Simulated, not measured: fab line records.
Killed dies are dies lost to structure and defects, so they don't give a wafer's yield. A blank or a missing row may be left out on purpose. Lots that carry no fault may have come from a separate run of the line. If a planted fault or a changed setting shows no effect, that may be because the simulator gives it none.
The tool behind it: which one? -- flow n5-finfet -- Sampling: 9 lots, 27 wafers, 5 of 1938 route steps

WHAT EACH GAUGE READ, for each wafer
N5_BEOL_M4_RC_MEAS_101. Usual: DIBL_N 36.0 mV/V, standard deviation 1.7; DIBL_P 36.2 mV/V, standard deviation 1.9; IOFF_N 0.154 nA/um, standard deviation 0.028; IOFF_P 0.21 nA/um, standard deviation 0.036; ION_N 675 uA/um, standard deviation 11; ION_P 463 uA/um, standard deviation 8.3; SS_N 71.4 mV/dec, standard deviation 0.63; SS_P 73.2 mV/dec, standard deviation 0.55; VT_N 250.2 mV, standard deviation 3; VT_P -251 mV, standard deviation 3.7.
lot,measured,on,DIBL_N (mV/V),DIBL_P (mV/V),IOFF_N (nA/um),IOFF_P (nA/um),ION_N (uA/um),ION_P (uA/um),SS_N (mV/dec),SS_P (mV/dec),VT_N (mV),VT_P (mV),flag
L384,day 11 04:26,prober-02,32.7 35.9 36.7,32.2 34.8 36.0,0.103 0.140 0.152,0.16 0.19 0.20,668 672 678,463 457 458,70.7 70.7 70.6,72.2 73.0 73.6,255.7 251.5 250.0,-256 -255 -251,
L389,day 12 12:19,prober-01,32.5 35.8 33.1,32.9 37.7 34.8,0.102 0.158 0.113,0.15 0.21 0.17,657 673 662,452 465 463,70.8 71.1 70.6,71.7 73.0 72.3,255.7 249.3 252.1,-254 -248 -254,
L390,day 12 18:04,prober-02,35.3 37.6 35.9,34.8 36.5 35.5,0.139 0.168 0.142,0.19 0.21 0.19,680 674 670,463 459 453,71.2 72.3 71.2,73.5 73.3 73.5,248.6 250.2 251.0,-253 -250 -254,
L383,day 13 19:13,prober-01,34.5 36.8 37.0,35.1 38.3 39.3,0.143 0.181 0.202,0.19 0.23 0.26,664 683 688,458 470 469,71.8 71.7 72.3,73.2 74.0 73.5,250.0 249.0 244.7,-254 -251 -247,
L399,day 15 03:25,prober-02,37.2 39.3 36.8,37.0 38.5 36.7,0.177 0.221 0.175,0.23 0.26 0.24,681 682 687,468 466 474,71.8 72.9 70.9,73.7 73.6 74.0,250.5 246.6 247.1,-249 -246 -248,
L400,day 15 04:00,prober-01,35.2 33.8 36.6,32.4 32.5 35.7,0.128 0.107 0.150,0.17 0.17 0.22,662 669 673,459 462 466,70.8 70.2 71.1,72.1 72.8 72.9,256.1 258.0 251.3,-253 -255 -248,
L401,day 15 06:22,prober-01,35.8 36.0 39.1,35.9 36.7 38.8,0.150 0.158 0.214,0.18 0.20 0.23,663 665 697,453 462 468,71.1 71.2 71.9,72.5 72.8 73.2,251.4 247.5 244.7,-251 -249 -251,
L402,day 15 06:41,prober-02,37.4 37.1 34.3,39.0 37.7 34.6,0.203 0.182 0.134,0.29 0.27 0.21,690 676 668,476 471 466,71.6 71.2 70.7,74.1 73.0 72.8,243.0 246.8 252.2,-243 -244 -243,
L404,day 15 11:02,prober-02,36.1 35.9 37.9,36.9 34.8 39.6,0.145 0.148 0.192,0.21 0.19 0.25,660 662 697,455 456 471,71.4 71.4 72.3,73.0 72.7 73.9,253.2 252.0 247.7,-253 -252 -249,

N5_BEOL_M6_INSPECT_30: inspects for defects (brightfield). Usual: raw-defect-count at 418, with a standard deviation of 90.
lot,measured,on,raw-defect-count,flag
L384,day 11 22:41,defect-inspect-01,412 506 392,
L389,day 13 07:00,defect-inspect-02,452 389 405,
L390,day 13 13:53,defect-inspect-01,402 629 383,
L383,day 14 16:53,defect-inspect-02,533 558 449,
L399,day 15 21:25,defect-inspect-02,282 271 324,
L400,day 16 00:52,defect-inspect-02,326 397 296,
L401,day 15 21:41,defect-inspect-01,357 349 274,
L402,day 16 04:39,defect-inspect-02,324 334 430,
L404,day 16 06:48,defect-inspect-02,476 405 379,

N5_BEOL_M7_THK_MEAS_01. Usual: M7_ILD_THK gives 154.4 nm (standard deviation 2.1).
lot,measured,on,M7_ILD_THK (nm),flag
L384,day 12 03:13,film-metro-02,157.0 153.6 156.0,
L383,day 14 20:16,film-metro-01,153.2 151.1 153.6,
L399,day 16 02:12,film-metro-02,154.0 155.3 156.7,
L400,day 16 05:43,film-metro-01,152.4 151.1 154.6,
L401,day 16 02:26,film-metro-02,153.3 152.7 154.9,
L402,day 16 09:07,film-metro-02,147.8 150.8 156.3,
L404,day 16 11:55,film-metro-01,151.1 153.2 154.1,

WHICH TOOL RAN EACH LOT (tool, then ch and the chambers of the sampled wafers, then the start)
lot,N5_BEOL_M6_ALD_77,N5_BEOL_M6_CMP_52
L384,"ald-metal-02 ch 1,2,3, day 12 00:00","cmp-04 ch 0,1,3, day 12 02:14"
L389,"ald-metal-02 ch 0,1,3, day 13 08:08","cmp-01 ch 0,2,3, day 13 09:11"
L390,"ald-metal-04 ch 0,1,2, day 13 15:03","cmp-01 ch 1,3, day 13 17:44"
L383,"ald-metal-02 ch 0,2,3, day 14 18:09","cmp-03 ch 0,1,3, day 14 19:14"
L399,"ald-metal-01 ch 0,2,3, day 15 23:37","cmp-03 ch 1,2,3, day 16 01:06"
L400,"ald-metal-01 ch 0,1,2, day 16 02:05","cmp-04 ch 0,1,2, day 16 04:41"
L401,"ald-metal-04 ch 1,2, day 15 23:44","cmp-01 ch 0,2,3, day 16 01:22"
L402,"ald-metal-02 ch 1,2, day 16 06:01","cmp-03 ch 0,1, day 16 08:05"
L404,"ald-metal-04 ch 1,2,3, day 16 09:32","cmp-04 ch 0,1,2, day 16 10:55"
- N5_BEOL_M6_ALD_77: deposits TaN, target thk 2 nm, pulse time 2 s, purge time 3 s.
- N5_BEOL_M6_CMP_52: polishes, stops on SiCOH lowk, t overpolish 6.9 s, target thk 80 nm.

WHAT THE TOOLS THEMSELVES READ (means of the sampled wafers that have a number; where no wafer has one, the mark that the record gives instead)
N5_BEOL_M6_ALD_77. Usual: chamber-pressure-Torr 3.001 Torr, standard deviation 0.0066; heater-power-w 415 W, standard deviation 42; precursor-vessel-temp-c 75.01 C, standard deviation 0.11.
lot,tool,chamber-pressure-Torr (Torr),heater-power-w (W),precursor-vessel-temp-c (C),flag
L384,ald-metal-02,3.008,430,75.06,
L389,ald-metal-02,-,-,-,OFF
L390,ald-metal-04,-,-,-,OFF
L383,ald-metal-02,3.000,437,75.10,
L399,ald-metal-01,3.004,389,74.85,
L400,ald-metal-01,2.992,413,75.03,
L401,ald-metal-04,3.003,404,74.96,
L402,ald-metal-02,3.002,429,74.98,
L404,ald-metal-04,3.000,376,75.06,

N5_BEOL_M6_CMP_52. Usual: barrier-field-endpoint-s 29.2 s, standard deviation 0.73; edge-zone-pressure-frac 1.000, standard deviation 0.0048; motor-current-A 6.1 A, standard deviation 0.37.
lot,tool,barrier-field-endpoint-s (s),edge-zone-pressure-frac,motor-current-A (A),flag
L384,cmp-04,29.5,0.994,6.0,
L389,cmp-01,26.2,0.999,6.4,OFF
L390,cmp-01,26.8,1.000,6.0,OFF
L383,cmp-03,29.3,0.996,6.1,
L399,cmp-03,28.5,1.003,6.5,
L400,cmp-04,29.4,1.002,5.8,
L401,cmp-01,29.5,1.001,6.2,
L402,cmp-03,28.8,0.998,6.2,
L404,cmp-04,30.2,1.002,5.6,

THE ANSWER, worked out from the rows above alone
Rule: take the mean of a lot's wafers that have a number; if it is more than 3 standard deviations from the usual mean, the lot is off. A lot without any number at a reading at which 4 lots or more have one is off too. Where the step has rows for the other lots, those lots are counted as sound. Order of review: gauges by route order, followed by the tools' own readings, for which a lot's mean as printed above is used. At the first step where some lot is off, the reading lying furthest off is the one used; lots without a number count as furthest.
Off: L389, L390 (N5_BEOL_M6_ALD_77, chamber-pressure-Torr). Without a number there: L389, L390.
A tool fits if, at that step or a process step before it, it ran every lot that is off, and no sound lot after the first of them. No candidate that was tried fits.

WHAT THE SIMULATOR HAD PUT IN
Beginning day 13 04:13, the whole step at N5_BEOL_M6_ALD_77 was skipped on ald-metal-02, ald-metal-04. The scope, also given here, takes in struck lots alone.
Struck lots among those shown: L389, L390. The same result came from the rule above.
